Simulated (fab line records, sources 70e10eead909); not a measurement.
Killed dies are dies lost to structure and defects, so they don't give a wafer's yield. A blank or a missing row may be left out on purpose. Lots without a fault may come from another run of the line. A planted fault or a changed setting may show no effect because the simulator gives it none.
Tool commonality check | flow nand_harc | 12 lots, 42 wafers sampled

WHY IT WAS OPENED
At NHARC_P_GATE_CD_MEAS_26 the reading cd_nm is flagged on 2 of 12 lots. Wafers without a fault read 120.0 nm, standard deviation 0.52.
Rule: a lot is flagged when every wafer of it that has a number lies more than 4 standard deviations from that mean, or none has a number. The other lots count as sound.

lot  | measured     | on        | cd_nm (nm), wafer by wafer          | flag
L806 | day 5 01:19  | cd_sem-03 | 119.0 119.9 119.0                   |
L807 | day 5 08:35  | cd_sem-02 | 120.2 119.2 119.8                   |
L808 | day 5 08:44  | cd_sem-02 | 120.3 119.6 120.3                   |
L809 | day 6 06:24  | cd_sem-02 | 119.1 119.7 119.7                   |
L811 | day 6 12:10  | cd_sem-02 | 120.0 119.8 119.8                   |
L813 | day 6 15:56  | cd_sem-01 | 120.2 119.9 120.6                   |
L816 | day 7 21:41  | cd_sem-01 | 121.1 120.5 121.6                   |
L817 | day 7 21:50  | cd_sem-02 | 113.0 113.2 113.4 112.6 113.4 113.3 | FLAGGED
L818 | day 8 06:29  | cd_sem-02 | 113.5 114.0 114.1 113.5 114.2 113.6 | FLAGGED
L822 | day 8 23:26  | cd_sem-01 | 119.3 119.6 119.6                   |
L825 | day 9 23:34  | cd_sem-01 | 119.8 120.8 120.5                   |
L827 | day 10 04:55 | cd_sem-01 | 120.2 119.6 120.4                   |
The numbers of the flagged lots are 113.5 nm on average: -6.5 nm against the usual, or -13 standard deviations.

WHICH TOOL RAN EACH LOT
The record holds 1 process step before the reading, out of a route of 1159 steps. In each cell: the tool, then ch and the chambers that the sampled wafers went through, then the start.
lot  | flag    | NHARC_P_GATE_PEB_24
L806 |         | litho_track-06 ch 0, day 5 01:14
L807 |         | litho_track-06 ch 0, day 5 08:31
L808 |         | litho_track-01 ch 0, day 5 08:40
L809 |         | litho_track-06 ch 0, day 6 06:19
L811 |         | litho_track-06 ch 0, day 6 12:05
L813 |         | litho_track-01 ch 0, day 6 15:51
L816 |         | litho_track-01 ch 0, day 7 21:36
L817 | FLAGGED | litho_track-01 ch 0, day 7 21:45
L818 | FLAGGED | litho_track-01 ch 0, day 8 06:24
L822 |         | litho_track-04 ch 0, day 8 23:22
L825 |         | litho_track-04 ch 0, day 9 23:29
L827 |         | litho_track-06 ch 0, day 10 04:50
What these steps do:
- NHARC_P_GATE_PEB_24: peb time 65 s.
- NHARC_P_GATE_CD_MEAS_26: target cd 120 nm.

FLAGGED OVER TOTAL, TOOL BY TOOL (the gauges that took the reading come last)
step                    | tool           | lots run | flagged | share of the flagged lots | sound lots run after its first flagged lot
NHARC_P_GATE_PEB_24     | litho_track-01 | 5        | 2       | all                       | 0
NHARC_P_GATE_PEB_24     | litho_track-04 | 2        | 0       | none                      | -
NHARC_P_GATE_PEB_24     | litho_track-06 | 5        | 0       | none                      | -
NHARC_P_GATE_CD_MEAS_26 | cd_sem-01      | 5        | 0       | none                      | -
NHARC_P_GATE_CD_MEAS_26 | cd_sem-02      | 6        | 2       | all                       | 0
NHARC_P_GATE_CD_MEAS_26 | cd_sem-03      | 1        | 0       | none                      | -

WHAT THE TABLE ALLOWS
2 rows of the table ran every flagged lot: litho_track-01 at NHARC_P_GATE_PEB_24, cd_sem-02 at NHARC_P_GATE_CD_MEAS_26.
- litho_track-01 at NHARC_P_GATE_PEB_24: 2 of its 5 lots flagged. Its last sound lot is L816 (day 7 21:36), its first flagged lot L817 (day 7 21:45): a fault that began between those two fits.
- cd_sem-02 at NHARC_P_GATE_CD_MEAS_26: 2 of its 6 lots flagged. Its last sound lot is L811 (day 6 12:10), its first flagged lot L817 (day 7 21:50): a fault that began between those two fits.
Counting lots can't tell these 2 tools apart, because each fits a fault that began at some hour. More lots, or a look at what each step does to the wafer, might.

WHAT THE SIMULATOR HAD PUT IN
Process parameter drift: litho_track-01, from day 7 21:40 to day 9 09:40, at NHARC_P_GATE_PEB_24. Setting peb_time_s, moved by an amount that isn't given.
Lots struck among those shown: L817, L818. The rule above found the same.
